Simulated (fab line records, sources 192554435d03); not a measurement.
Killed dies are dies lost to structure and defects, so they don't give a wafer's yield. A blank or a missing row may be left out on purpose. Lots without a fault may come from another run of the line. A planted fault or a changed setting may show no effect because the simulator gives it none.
fab line records | flow n5_finfet | part 1 of 2: steps 1 to 4 of 6
record lots=21 wafers=63 last_day=18
route steps=1938 shown MOL_CONTACT_COAG@527
lots that met no fault: from a run of the same line without faults
start_h: hours from the record's first day to the start of the lot's first wafer shown | wait_h: hours since the lot's step before | " the same as in the row above | L1.1+2: a row that stands for several wafers | - no value, or no start given | * or withheld: withheld | < > ~ a bound
route shown NAME@n: a module of which the file shows steps, and the number in the route of the first | usual: mean/standard deviation of fault-free wafers | same: alike in all rows | chamber/n: place in a boat | sites: the reading at each site | _std_site: their standard deviation | _edge_site: outer sites' mean less inner sites' | radius_mm: how far each site lies from the wafer's centre | mask NAME#n: copy n | behind: the tool/chamber that last shaped the wafer | hold: why the lot was held/for how many hours/how that ended | device: the transistor (n, p or np) that didn't switch | end of line: the same wafers' tests at the end of the route | a step without rows: its recipe alone | killed: dies lost to structure and defects at the first sort, not the wafer's yield | map: a wafer's dies, x killed, . not, _ none there
set.NAME: the setting as run; set.NAME@STEP: as run at that earlier step | model.NAME: the simulator's own value behind a step, which no gauge read
steps of the route over a sample of lots; a table a step, a row a wafer
services: from which hour (start_h, from the record's first day; less than 0 if before it) a tool's chamber was out of use, for how many hours, and why
## steps
# step N5_MOL_CONTACT_COAG_OVL_MEAS_09
# recipe points_per_wafer=522
# usual CA_OVL=0.3/0.63
# columns lot.wafer tool chamber start_h wait_h CA_OVL[nm]
L074.1 overlay-01 0 87.53 0.0 0.9
L074.2 " 0 " " -0.4
L074.3 " 0 " " -0.5
L075.1 overlay-02 0 98.11 0.0 0.6
L075.4 " 0 " " -0.2
L075.6 " 0 " " 1.1
L076.3 overlay-02 0 99.84 0.0 -0.4
L076.4 " 0 " " 0.1
L076.5 " 0 " " 1.5
L077.4 overlay-01 0 109.77 0.0 1.0
L077.5 " 0 " " -0.1
L077.6 " 0 " " 0.0
L078.2 overlay-01 0 115.96 0.0 -0.9
L078.4 " 0 " " -0.2
L078.5 " 0 " " -0.5
L079.1 overlay-01 0 118.37 0.0 0.6
L079.2 " 0 " " 0.8
L079.3 " 0 " " -0.2
L080.2 overlay-02 0 130.66 0.0 -1.3
L080.4 " 0 " " -0.7
L080.5 " 0 " " -0.3
L081.2 overlay-01 0 130.70 0.0 -0.3
L081.3 " 0 " " 0.2
L081.5 " 0 " " 0.3
L082.1 overlay-01 0 138.36 0.0 0.0
L082.4 " 0 " " 0.8
L082.6 " 0 " " 0.1
L083.1 overlay-02 0 143.01 0.0 0.5
L083.3 " 0 " " 0.5
L083.4 " 0 " " 0.9
L084.1 overlay-02 0 149.07 0.0 1.0
L084.4 " 0 " " 1.1
L084.6 " 0 " " 0.6
L085.1 overlay-01 0 155.07 0.0 -0.3
L085.2 " 0 " " 1.0
L085.3 " 0 " " 0.9
L086.3 overlay-02 0 162.05 0.0 0.7
L086.4 " 0 " " 1.2
L086.6 " 0 " " 0.7
L087.2 overlay-01 0 169.31 0.0 0.1
L087.3 " 0 " " 0.3
L087.4 " 0 " " -0.4
L088.3 overlay-02 0 177.51 0.0 -0.1
L088.4 " 0 " " -0.1
L088.5 " 0 " " 0.4
L089.2 overlay-01 0 180.96 0.0 0.7
L089.4 " 0 " " 0.5
L089.5 " 0 " " 0.1
L090.1 overlay-01 0 187.92 0.0 0.4
L090.2 " 0 " " 0.2
L090.3 " 0 " " 0.5
L092.1 overlay-01 0 198.62 0.0 1.2
L092.3 " 0 " " -0.3
L092.4 " 0 " " 0.5
L093.2 overlay-02 0 206.16 0.0 0.3
L093.4 " 0 " " 1.2
L093.6 " 0 " " 0.5
L094.2 overlay-01 0 208.77 0.0 0.9
L094.3 " 0 " " 1.4
L094.5 " 0 " " 1.2
L095.1 overlay-02 0 214.48 0.0 1.1
L095.4 " 0 " " 0.3
L095.6 " 0 " " 0.2
# step N5_MOL_CONTACT_COAG_ETCH_106
# recipe chemistry=N2/H2 target=SOC target_depth_a=800 overetch_a=160 mask_material=SiARC temp_c=40 time_s=120 ion_energy_ev=200 pressure_mtorr=30 source_w=840 bias_w=150 n2_flow_sccm=200 h2_flow_sccm=200
# usual chamber_pressure_mTorr=30.002/0.026 drypump_motor_current_A=5.4/0.44 h2_flow_sccm=200.0/0.59 oes_product_au=0.73/0.052 rf_vpp_V=525.2/2.4 showerhead_plenum_p_Torr=2.60/0.081 throttle_valve_pct=17.86/0.29
# columns lot.wafer tool chamber start_h wait_h chamber_pressure_mTorr drypump_motor_current_A h2_flow_sccm oes_product_au rf_hours_counter_h rf_vpp_V showerhead_plenum_p_Torr throttle_valve_pct
L074.1 rie_diel-02 3 87.73 0.0 29.967 5.2 200.0 0.70 103 524.5 2.58 17.93
L074.2 " 1 " " 30.026 5.0 200.1 0.74 70 528.3 2.70 17.83
L074.3 " 2 " " 30.004 6.4 201.5 0.79 27 528.7 2.67 17.48
L075.1 rie_diel-02 3 98.29 0.0 30.010 5.2 199.5 0.70 106 525.6 2.58 17.93
L075.4 " 2 " " 30.031 6.4 200.0 0.79 30 528.9 2.67 17.46
L075.6 " 1 " " 29.983 5.0 200.1 0.75 - 528.6 2.70 17.82
L076.3 rie_diel-05 0 100.12 0.0 30.005 5.4 201.1 0.82 23 523.3 2.47 17.81
L076.4 " 2 " " 30.073 5.2 199.9 0.64 222 527.7 2.64 17.96
L076.5 " 0 " " 30.019 5.4 199.7 0.83 - 523.1 2.47 17.82
L077.4 rie_diel-05 2 109.93 0.0 30.032 5.2 199.7 0.63 225 526.5 2.64 17.98
L077.5 " 0 " " 30.025 5.4 199.2 0.81 - 521.8 2.47 17.83
L077.6 " 1 " " 30.018 5.6 200.0 0.71 - 527.6 2.64 17.17
L078.2 rie_diel-02 0 116.77 0.0 29.993 4.9 200.2 0.70 136 523.5 2.56 17.86
L078.4 " 1 " " 29.979 5.0 199.3 0.74 80 527.8 2.70 17.85
L078.5 " 2 " " 30.029 6.3 199.4 0.78 - 528.9 2.67 17.48
L079.1 rie_diel-01 1 118.59 0.0 30.028 5.7 199.7 0.84 5 527.7 2.73 18.10
L079.2 " 3 " " 29.988 5.7 199.7 0.72 94 524.4 2.56 18.11
L079.3 " 0 " " 30.017 6.0 199.8 0.64 222 520.1 2.41 18.16
L080.2 rie_diel-02 3 131.80 0.0 29.992 5.2 200.4 0.68 118 521.7 2.57 17.96
L080.4 " 2 " " 29.960 6.4 200.5 0.78 42 528.5 2.66 17.49
L080.5 " 2 " " 30.035 6.4 199.3 0.78 - 527.6 2.66 17.49
L081.2 rie_diel-01 1 131.90 0.0 29.976 5.7 200.1 0.82 9 528.4 2.72 18.10
L081.3 " 0 " " 30.039 6.0 199.5 0.64 226 519.9 2.41 18.18
L081.5 " 3 " " 29.993 5.7 200.2 0.71 - 523.7 2.56 18.14
L082.1 rie_diel-02 1 138.53 0.0 29.995 5.0 200.3 0.73 88 528.2 2.70 17.86
L082.4 " 3 " " 29.958 5.2 200.0 0.68 - 523.6 2.57 17.97
L082.6 " 0 " " 30.038 4.9 200.2 0.70 - 524.2 2.56 17.89
L083.1 rie_diel-05 3 143.29 0.0 29.984 5.1 200.6 0.76 65 524.2 2.61 18.17
L083.3 " 0 " " 30.020 5.4 200.7 0.80 37 521.3 2.47 17.85
L083.4 " 2 " " 30.003 5.2 200.1 0.63 236 524.6 2.63 17.99
L084.1 rie_diel-02 1 149.25 0.0 29.999 5.0 199.6 0.73 92 528.5 2.69 17.88
L084.4 " 2 " " 30.015 6.4 200.3 0.78 45 529.0 2.66 17.51
L084.6 " 0 " " 30.022 4.9 198.9 0.69 - 522.6 2.56 17.91
L085.1 rie_diel-01 3 155.25 0.0 30.002 5.7 199.7 0.71 108 523.4 2.56 18.16
L085.2 " 0 " " 30.020 6.0 199.9 0.64 234 520.4 2.41 18.20
L085.3 " 1 " " 30.011 5.7 199.7 0.81 17 530.2 2.72 18.11
L086.3 rie_diel-05 3 162.44 0.0 30.041 5.1 199.2 0.76 73 523.5 2.60 18.17
L086.4 " 3 " " 30.015 5.1 200.3 0.75 - 524.5 2.60 18.18
L086.6 " 1 " " 29.991 5.6 199.6 0.69 - 528.1 2.63 17.21
L087.2 rie_diel-01 3 169.52 0.0 30.036 5.7 199.8 0.69 114 524.8 2.55 18.16
L087.3 " 1 " " 29.966 5.7 200.0 0.80 23 528.6 2.72 18.13
L087.4 " 2 " " 30.018 5.2 199.5 0.73 81 524.1 2.58 17.53
L088.3 rie_diel-01 2 177.70 0.0 30.031 5.2 199.5 0.72 84 525.3 2.58 17.55
L088.4 " 3 " " 30.011 5.7 200.0 0.70 116 524.6 2.55 18.18
L088.5 " 1 " " 30.001 5.7 200.1 0.79 - 528.2 2.72 18.14
L089.2 rie_diel-01 2 181.50 0.0 29.974 5.2 200.1 0.72 86 524.5 2.58 17.54
L089.4 " 0 " " 29.995 6.0 200.0 0.62 246 521.0 2.40 18.22
L089.5 " 3 " " 29.967 5.7 200.7 0.69 - 524.3 2.55 18.16
L090.1 rie_diel-05 3 188.10 0.0 29.967 5.1 199.9 0.74 83 524.5 2.60 18.19
L090.2 " 0 " " 30.011 5.4 198.9 0.78 55 522.8 2.46 17.88
L090.3 " 1 " " 29.978 5.6 200.0 0.69 139 526.5 2.63 17.22
L092.1 rie_diel-05 3 198.83 0.0 29.947 5.1 200.7 0.74 88 524.8 2.60 18.20
L092.3 " 0 " " 30.010 5.4 200.2 0.78 60 521.6 2.46 17.89
L092.4 " 1 " " 30.002 5.6 200.2 0.68 - 526.2 2.62 17.23
L093.2 rie_diel-01 3 206.32 0.0 29.945 5.7 199.4 0.69 129 523.3 2.55 18.20
L093.4 " 2 " " 29.992 5.2 200.0 0.71 - 524.1 2.58 17.55
L093.6 " 3 " " 30.055 5.7 200.5 0.69 - 523.5 2.55 18.18
L094.2 rie_diel-05 0 208.94 0.0 29.976 5.4 199.5 0.76 64 522.6 2.46 17.90
L094.3 " 3 " " 29.976 5.1 200.0 0.73 92 524.3 2.60 18.20
L094.5 " 3 " " 29.999 5.1 200.3 0.74 - 523.4 2.60 18.21
L095.1 rie_diel-02 3 214.65 0.0 30.046 5.2 200.9 0.67 140 524.5 2.56 18.00
L095.4 " 0 " " 30.027 4.9 200.3 0.68 161 523.7 2.55 17.93
L095.6 " 1 " " 29.962 5.0 199.4 0.71 - 527.1 2.69 17.89
# step N5_MOL_CONTACT_COAG_ETCH_110
# recipe chemistry=CF4/O2 target=Si target_depth_a=25 time_s=8 pressure_mtorr=100 source_w=200 bias_w=12 ion_energy_ev=60 Ar_flow_sccm=100 cf4_flow_sccm=100 O2_flow_sccm=10
# usual chamber_pressure_mTorr=100.00/0.092 drypump_motor_current_A=5.4/0.43 oes_product_au=0.81/0.066 rf_vpp_V=129.3/2.8 showerhead_plenum_p_Torr=2.26/0.07 throttle_valve_pct=10.68/0.2
# columns lot.wafer tool chamber start_h wait_h chamber_pressure_mTorr drypump_motor_current_A oes_product_au rf_hours_counter_h rf_vpp_V showerhead_plenum_p_Torr throttle_valve_pct
L074.1 rie_diel-02 3 87.93 0.0 100.09 5.2 0.82 103 125.3 2.25 10.79
L074.2 " 1 " " 99.86 5.0 0.80 70 130.2 2.35 10.58
L074.3 " 2 " " 99.80 6.4 0.89 27 125.5 2.35 10.50
L075.1 rie_diel-02 3 98.48 0.0 100.02 5.2 0.81 106 126.7 2.25 10.79
L075.4 " 2 " " 100.13 6.3 0.87 30 125.8 2.35 10.51
L075.6 " 1 " " 100.05 5.0 0.80 - 128.4 2.35 10.61
L076.3 rie_diel-05 0 100.32 0.0 100.03 5.4 0.97 23 125.5 2.18 10.56
L076.4 " 2 " " 99.95 5.2 0.68 222 128.7 2.28 10.83
L076.5 " 0 " " 99.97 5.4 0.97 - 126.0 2.18 10.55
L077.4 rie_diel-05 2 110.12 0.0 99.91 5.2 0.69 225 129.0 2.27 10.85
L077.5 " 0 " " 99.84 5.4 0.96 - 125.4 2.18 10.55
L077.6 " 1 " " 100.04 5.6 0.79 - 133.3 2.32 10.39
L078.2 rie_diel-02 0 116.97 0.0 99.92 4.9 0.79 136 131.9 2.22 10.64
L078.4 " 1 " " 99.97 5.0 0.79 80 129.0 2.35 10.60
L078.5 " 2 " " 99.92 6.4 0.85 - 125.5 2.35 10.52
L079.1 rie_diel-01 1 118.78 0.0 100.18 5.7 0.94 5 132.5 2.36 10.68
L079.2 " 3 " " 100.01 5.7 0.77 94 127.8 2.26 10.98
L079.3 " 0 " " 99.96 6.1 0.71 223 129.4 2.09 11.01
L080.2 rie_diel-02 3 131.99 0.0 100.00 5.2 0.80 119 126.4 2.24 10.83
L080.4 " 2 " " 100.09 6.3 0.84 42 125.7 2.35 10.53
L080.5 " 2 " " 100.06 6.3 0.85 - 125.1 2.35 10.54
L081.2 rie_diel-01 1 132.09 0.0 99.96 5.7 0.92 9 131.7 2.36 10.70
L081.3 " 0 " " 100.02 6.0 0.71 226 131.9 2.09 11.02
L081.5 " 3 " " 99.91 5.7 0.78 - 126.2 2.26 10.99
L082.1 rie_diel-02 1 138.73 0.0 100.09 5.0 0.79 88 129.5 2.35 10.63
L082.4 " 3 " " 99.95 5.2 0.80 - 126.8 2.24 10.85
L082.6 " 0 " " 100.02 4.9 0.78 - 132.1 2.22 10.66
L083.1 rie_diel-05 3 143.49 0.0 99.91 5.1 0.86 65 130.1 2.25 10.70
L083.3 " 0 " " 100.09 5.4 0.94 37 124.0 2.18 10.60
L083.4 " 2 " " 100.04 5.2 0.68 236 128.6 2.27 10.89
L084.1 rie_diel-02 1 149.45 0.0 100.00 5.0 0.77 92 127.4 2.34 10.63
L084.4 " 2 " " 100.02 6.3 0.84 45 125.9 2.35 10.55
L084.6 " 0 " " 100.07 4.9 0.77 - 133.1 2.22 10.69
L085.1 rie_diel-01 3 155.45 0.0 100.03 5.7 0.77 108 126.5 2.26 11.01
L085.2 " 0 " " 100.03 6.0 0.70 234 130.8 2.09 11.04
L085.3 " 1 " " 99.87 5.7 0.88 17 132.3 2.36 10.70
L086.3 rie_diel-05 3 162.64 0.0 100.03 5.1 0.84 73 132.1 2.25 10.72
L086.4 " 3 " " 100.00 5.1 0.84 - 131.7 2.25 10.72
L086.6 " 1 " " 99.99 5.6 0.77 - 132.6 2.32 10.47
L087.2 rie_diel-01 3 169.71 0.0 100.29 5.7 0.76 114 126.9 2.25 11.03
L087.3 " 1 " " 100.00 5.7 0.89 23 132.3 2.36 10.73
L087.4 " 2 " " 99.85 5.2 0.77 81 130.8 2.24 10.38
L088.3 rie_diel-01 2 177.89 0.0 99.97 5.2 0.76 84 132.4 2.24 10.38
L088.4 " 3 " " 99.99 5.7 0.76 116 127.2 2.25 11.03
L088.5 " 1 " " 100.05 5.7 0.87 - 132.8 2.36 10.73
L089.2 rie_diel-01 2 181.70 0.0 99.91 5.2 0.77 86 131.7 2.24 10.40
L089.4 " 0 " " 99.96 6.0 0.69 246 129.7 2.08 11.07
L089.5 " 3 " " 100.03 5.7 0.76 - 124.4 2.25 11.04
L090.1 rie_diel-05 3 188.30 0.0 100.15 5.1 0.84 84 130.0 2.25 10.75
L090.2 " 0 " " 99.89 5.4 0.91 55 124.5 2.17 10.65
L090.3 " 1 " " 99.99 5.6 0.77 139 133.4 2.31 10.48
L092.1 rie_diel-05 3 199.02 0.0 99.91 5.1 0.83 88 131.0 2.25 10.76
L092.3 " 0 " " 100.07 5.4 0.89 60 125.4 2.17 10.67
L092.4 " 1 " " 100.09 5.6 0.76 - 132.2 2.31 10.49
L093.2 rie_diel-01 3 206.52 0.0 99.89 5.7 0.75 129 126.8 2.25 11.08
L093.4 " 2 " " 100.08 5.2 0.76 - 132.4 2.24 10.41
L093.6 " 3 " " 100.15 5.7 0.74 - 127.2 2.25 11.08
L094.2 rie_diel-05 0 209.14 0.0 100.02 5.4 0.89 64 125.2 2.17 10.68
L094.3 " 3 " " 99.93 5.1 0.82 92 130.7 2.24 10.77
L094.5 " 3 " " 100.25 5.1 0.82 - 130.4 2.24 10.76
L095.1 rie_diel-02 3 214.85 0.0 100.02 5.2 0.77 140 126.0 2.23 10.89
L095.4 " 0 " " 99.97 4.9 0.76 161 131.9 2.21 10.71
L095.6 " 1 " " 99.84 5.0 0.75 - 129.7 2.34 10.69
# step N5_MOL_CONTACT_COAG_ANNEAL_113
# recipe temp_c=400 time_s=300 ambient=H2/N2
# usual lamp_power_pct=2.57/0.16 lamp_zone_6_pct=2.55/0.16 wafer_temp_C_max=402.4/0.94
# columns lot.wafer tool chamber start_h wait_h lamp_power_pct lamp_zone_6_pct wafer_temp_C_max
L074.1 rtp_anneal-01 0 93.40 0.3 2.39 2.36 401.2
L074.2 " 0 " " 2.38 2.36 401.4
L074.3 " 0 " " 2.39 2.36 401.3
L075.1 rtp_anneal-01 0 102.10 0.4 2.38 2.36 401.5
L075.4 " 0 " " 2.39 2.36 401.8
L075.6 " 0 " " 2.39 2.36 401.6
L076.3 rtp_anneal-02 0 103.37 0.6 2.71 2.68 403.6
L076.4 " 0 " " 2.71 2.68 404.1
L076.5 " 0 " " 2.71 2.68 402.9
L077.4 rtp_anneal-02 0 113.01 0.5 2.71 2.68 403.2
L077.5 " 0 " " 2.71 2.68 402.8
L077.6 " 0 " " 2.70 2.68 402.2
L078.2 rtp_anneal-02 0 121.13 0.5 2.71 2.68 402.8
L078.4 " 0 " " 2.71 2.68 404.0
L078.5 " 0 " " 2.70 2.68 402.9
L079.1 rtp_anneal-01 0 121.38 0.7 2.38 2.37 401.0
L079.2 " 0 " " 2.39 2.36 401.4
L079.3 " 0 " " 2.39 2.36 401.1
L080.2 rtp_anneal-01 0 136.59 0.5 2.39 2.36 401.4
L080.4 " 0 " " 2.38 2.36 401.2
L080.5 " 0 " " 2.38 2.36 401.5
L081.2 rtp_anneal-02 0 136.85 0.9 2.71 2.68 402.0
L081.3 " 0 " " 2.71 2.67 403.1
L081.5 " 0 " " 2.70 2.68 402.7
L082.1 rtp_anneal-01 0 142.28 0.3 2.38 2.36 402.0
L082.4 " 0 " " 2.38 2.36 401.6
L082.6 " 0 " " 2.39 2.36 401.7
L083.1 rtp_anneal-02 0 146.40 0.4 2.70 2.67 402.7
L083.3 " 0 " " 2.70 2.68 403.5
L083.4 " 0 " " 2.70 2.68 404.2
L084.1 rtp_anneal-02 0 151.99 0.3 2.71 2.68 403.1
L084.4 " 0 " " 2.70 2.68 402.7
L084.6 " 0 " " 2.70 2.68 402.0
L085.1 rtp_anneal-02 0 160.21 0.4 2.71 2.68 403.5
L085.2 " 0 " " 2.71 2.68 403.5
L085.3 " 0 " " 2.71 2.67 403.1
L086.3 rtp_anneal-01 0 166.14 0.6 2.39 2.36 401.5
L086.4 " 0 " " 2.39 2.36 401.5
L086.6 " 0 " " 2.39 2.36 401.7
L087.2 rtp_anneal-02 0 173.56 0.5 2.71 2.68 402.9
L087.3 " 0 " " 2.70 2.67 403.6
L087.4 " 0 " " 2.70 2.67 403.2
L088.3 rtp_anneal-01 0 181.70 0.6 2.39 2.36 401.5
L088.4 " 0 " " 2.38 2.36 401.2
L088.5 " 0 " " 2.39 2.36 401.3
L089.2 rtp_anneal-01 0 185.61 0.5 2.38 2.36 401.4
L089.4 " 0 " " 2.38 2.36 402.3
L089.5 " 0 " " 2.38 2.36 401.4
L090.1 rtp_anneal-02 0 190.94 0.4 2.70 2.68 403.8
L090.2 " 0 " " 2.71 2.68 402.5
L090.3 " 0 " " 2.71 2.68 404.3
L092.1 rtp_anneal-02 0 201.43 0.3 2.71 2.68 402.7
L092.3 " 0 " " 2.70 2.68 404.2
L092.4 " 0 " " 2.71 2.68 402.5
L093.2 rtp_anneal-01 0 209.31 0.7 2.39 2.37 401.7
L093.4 " 0 " " 2.38 2.36 401.1
L093.6 " 0 " " 2.38 2.36 401.0
L094.2 rtp_anneal-02 0 213.12 0.9 2.70 2.68 402.9
L094.3 " 0 " " 2.71 2.68 403.0
L094.5 " 0 " " 2.70 2.68 403.5
L095.1 rtp_anneal-02 0 217.89 0.4 2.70 2.68 402.9
L095.4 " 0 " " 2.71 2.68 403.2
L095.6 " 0 " " 2.70 2.68 403.6
